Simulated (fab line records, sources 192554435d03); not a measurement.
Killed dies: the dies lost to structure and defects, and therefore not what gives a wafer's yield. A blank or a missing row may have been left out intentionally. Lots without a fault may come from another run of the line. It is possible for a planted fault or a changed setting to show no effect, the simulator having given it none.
Lot-split experiment || flow n5_finfet || 7 lots, 21 wafers read, on a route of 1938 steps

## ON THE SPLIT
At N5_FIN_CUT_CUT_ETCH_26 (etches SiNx in CH3F/O2, target depth 39 nm, time 55.7 s), the setting time_s was moved away from the recipe's 55.7 s on 6 of the 21 wafers read, by -21.3% to +18.2%. This setting was run at the recipe's value on the other wafers.

Split to reading: the file shows no intervening step.

## THE READING
SOC_of_FIN_CUT_COAT_18.thk_nm (the simulator's own value, which no gauge read), in nm, at N5_FIN_CUT_CUT_ETCH_27 (etches SiO2 in CHF3/O2, target depth 4 nm, overetch 2 nm, time 4.9 s). No usual value for it is given in the file. Here, 15 wafers ran the recipe; their average is 207.8 nm with a standard deviation of 0.31 nm.

{"wafer": "L074.2", "tool, chamber at the split": "rie_diel-02, 0", "time_s as run, s": 55.7, "against the recipe": "recipe", "SOC_of_FIN_CUT_COAT_18.thk_nm, nm": 208.2, "against lot-mates on the recipe": "-"}
{"wafer": "L074.5", "tool, chamber at the split": "rie_diel-02, 3", "time_s as run, s": 55.7, "against the recipe": "recipe", "SOC_of_FIN_CUT_COAT_18.thk_nm, nm": 208, "against lot-mates on the recipe": "-"}
{"wafer": "L074.6", "tool, chamber at the split": "rie_diel-02, 2", "time_s as run, s": 55.7, "against the recipe": "recipe", "SOC_of_FIN_CUT_COAT_18.thk_nm, nm": 208.4, "against lot-mates on the recipe": "-"}
{"wafer": "L077.1", "tool, chamber at the split": "rie_diel-04, 1", "time_s as run, s": 55.7, "against the recipe": "recipe", "SOC_of_FIN_CUT_COAT_18.thk_nm, nm": 207.4, "against lot-mates on the recipe": "-"}
{"wafer": "L077.4", "tool, chamber at the split": "rie_diel-04, 1", "time_s as run, s": 55.7, "against the recipe": "recipe", "SOC_of_FIN_CUT_COAT_18.thk_nm, nm": 207.4, "against lot-mates on the recipe": "-"}
{"wafer": "L077.5", "tool, chamber at the split": "rie_diel-04, 0", "time_s as run, s": 55.7, "against the recipe": "recipe", "SOC_of_FIN_CUT_COAT_18.thk_nm, nm": 207.8, "against lot-mates on the recipe": "-"}
{"wafer": "L080.2", "tool, chamber at the split": "rie_diel-05, 0", "time_s as run, s": 55.7, "against the recipe": "recipe", "SOC_of_FIN_CUT_COAT_18.thk_nm, nm": 207.8, "against lot-mates on the recipe": "-"}
{"wafer": "L080.6", "tool, chamber at the split": "rie_diel-05, 0", "time_s as run, s": 55.7, "against the recipe": "recipe", "SOC_of_FIN_CUT_COAT_18.thk_nm, nm": 207.8, "against lot-mates on the recipe": "-"}
{"wafer": "L080.5", "tool, chamber at the split": "rie_diel-05, 1", "time_s as run, s": 65.82, "against the recipe": "+18.2%", "SOC_of_FIN_CUT_COAT_18.thk_nm, nm": 205.6, "against lot-mates on the recipe": -2.2}
{"wafer": "L085.1", "tool, chamber at the split": "rie_diel-04, 0", "time_s as run, s": 55.7, "against the recipe": "recipe", "SOC_of_FIN_CUT_COAT_18.thk_nm, nm": 207.4, "against lot-mates on the recipe": "-"}
{"wafer": "L085.4", "tool, chamber at the split": "rie_diel-04, 1", "time_s as run, s": 43.83, "against the recipe": "-21.3%", "SOC_of_FIN_CUT_COAT_18.thk_nm, nm": 210.4, "against lot-mates on the recipe": "+3.0"}
{"wafer": "L085.5", "tool, chamber at the split": "rie_diel-04, 1", "time_s as run, s": 43.83, "against the recipe": "-21.3%", "SOC_of_FIN_CUT_COAT_18.thk_nm, nm": 211, "against lot-mates on the recipe": "+3.6"}
{"wafer": "L087.2", "tool, chamber at the split": "rie_diel-04, 0", "time_s as run, s": 55.7, "against the recipe": "recipe", "SOC_of_FIN_CUT_COAT_18.thk_nm, nm": 207.8, "against lot-mates on the recipe": "-"}
{"wafer": "L087.3", "tool, chamber at the split": "rie_diel-04, 3", "time_s as run, s": 62.37, "against the recipe": "+12.0%", "SOC_of_FIN_CUT_COAT_18.thk_nm, nm": 205.2, "against lot-mates on the recipe": -2.6}
{"wafer": "L087.6", "tool, chamber at the split": "rie_diel-04, 3", "time_s as run, s": 62.37, "against the recipe": "+12.0%", "SOC_of_FIN_CUT_COAT_18.thk_nm, nm": 205.2, "against lot-mates on the recipe": -2.6}
{"wafer": "L091.1", "tool, chamber at the split": "rie_diel-04, 0", "time_s as run, s": 55.7, "against the recipe": "recipe", "SOC_of_FIN_CUT_COAT_18.thk_nm, nm": 208, "against lot-mates on the recipe": "-"}
{"wafer": "L091.6", "tool, chamber at the split": "rie_diel-04, 3", "time_s as run, s": 55.7, "against the recipe": "recipe", "SOC_of_FIN_CUT_COAT_18.thk_nm, nm": 208, "against lot-mates on the recipe": "-"}
{"wafer": "L091.3", "tool, chamber at the split": "rie_diel-04, 2", "time_s as run, s": 44.3, "against the recipe": "-20.5%", "SOC_of_FIN_CUT_COAT_18.thk_nm, nm": 211.2, "against lot-mates on the recipe": "+3.2"}
{"wafer": "L095.1", "tool, chamber at the split": "rie_diel-04, 1", "time_s as run, s": 55.7, "against the recipe": "recipe", "SOC_of_FIN_CUT_COAT_18.thk_nm, nm": 208.2, "against lot-mates on the recipe": "-"}
{"wafer": "L095.4", "tool, chamber at the split": "rie_diel-04, 2", "time_s as run, s": 55.7, "against the recipe": "recipe", "SOC_of_FIN_CUT_COAT_18.thk_nm, nm": 207.4, "against lot-mates on the recipe": "-"}
{"wafer": "L095.5", "tool, chamber at the split": "rie_diel-04, 1", "time_s as run, s": 55.7, "against the recipe": "recipe", "SOC_of_FIN_CUT_COAT_18.thk_nm, nm": 208, "against lot-mates on the recipe": "-"}

THE FIT
A straight line over all 21 wafers: SOC_of_FIN_CUT_COAT_18.thk_nm changes by -0.152 nm for each +1% of time_s; r = -0.96; the points scatter about the line by 0.43 nm.
The same after taking each lot's own level away (the mean of its wafers on the recipe; 21 wafers): -0.159 nm for each +1%; r = -0.98; scatter 0.34 nm.
That fit puts the effect of the largest move of time_s on the reading at 3.4 nm.
The span of the lots' own levels, 207.40 to 208.20 nm, comes to 2.6 times the standard deviation stated above.
Consequently the slope shifts little with the lot-to-lot level, the two slopes agreeing.
Check: for one of the wafers moved furthest among these (-21.3%), held out of the fit, the line's prediction against its lot-mates is +3.47 nm. It came out at +3 nm against them.

## FURTHER SPLITS ON THESE WAFERS
Other splits were also applied to these wafers ahead of the reading. Each is held against what the fit with the lots' levels taken away leaves over:
{"other split on the same wafers": "N5_ZERO_LAYER_PECVD_02 time_s", "wafers away from the commonest value": 7, "r with SOC_of_FIN_CUT_COAT_18.thk_nm (lot level and that fit taken away)": "+0.65"}
{"other split on the same wafers": "N5_ZERO_LAYER_EXPOSE_08 dose_mj", "wafers away from the commonest value": 6, "r with SOC_of_FIN_CUT_COAT_18.thk_nm (lot level and that fit taken away)": -0.03}
{"other split on the same wafers": "N5_WELL_APT_COAT_19 spin_rpm", "wafers away from the commonest value": 4, "r with SOC_of_FIN_CUT_COAT_18.thk_nm (lot level and that fit taken away)": -0.33}
{"other split on the same wafers": "N5_FIN_SAQP_SPACER1_ALD_24 temp_c", "wafers away from the commonest value": 6, "r with SOC_of_FIN_CUT_COAT_18.thk_nm (lot level and that fit taken away)": -0.05}

## THE WHOLE CHAIN: every reading that the file lists as answering this split, in the file's order
{"step": "N5_FIN_CUT_CUT_ETCH_26", "what it does": "etches SiNx in CH3F/O2, target depth 39 nm, time 55.7 s", "reading": "etch.depth_nm (the simulator's own value, which no gauge read)", "change (the file's fit)": "+0.364 nm for each +1% of the setting", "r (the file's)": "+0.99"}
{"step": "N5_FIN_CUT_CUT_ETCH_26", "what it does": "etches SiNx in CH3F/O2, target depth 39 nm, time 55.7 s", "reading": "SOC_of_FIN_CUT_COAT_18.thk_nm (the simulator's own value, which no gauge read)", "change (the file's fit)": "-0.156 nm for each +1% of the setting", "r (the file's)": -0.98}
{"step": "N5_FIN_CUT_CUT_ETCH_27", "what it does": "etches SiO2 in CHF3/O2, target depth 4 nm, overetch 2 nm, time 4.9 s", "reading": "SOC_of_FIN_CUT_COAT_18.thk_nm (the simulator's own value, which no gauge read)", "change (the file's fit)": "-0.154 nm for each +1% of the setting", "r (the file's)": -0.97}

## THE FILE'S OWN FIT
SOC_of_FIN_CUT_COAT_18.thk_nm changes by -0.154 nm for each +1% of time_s, r = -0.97.
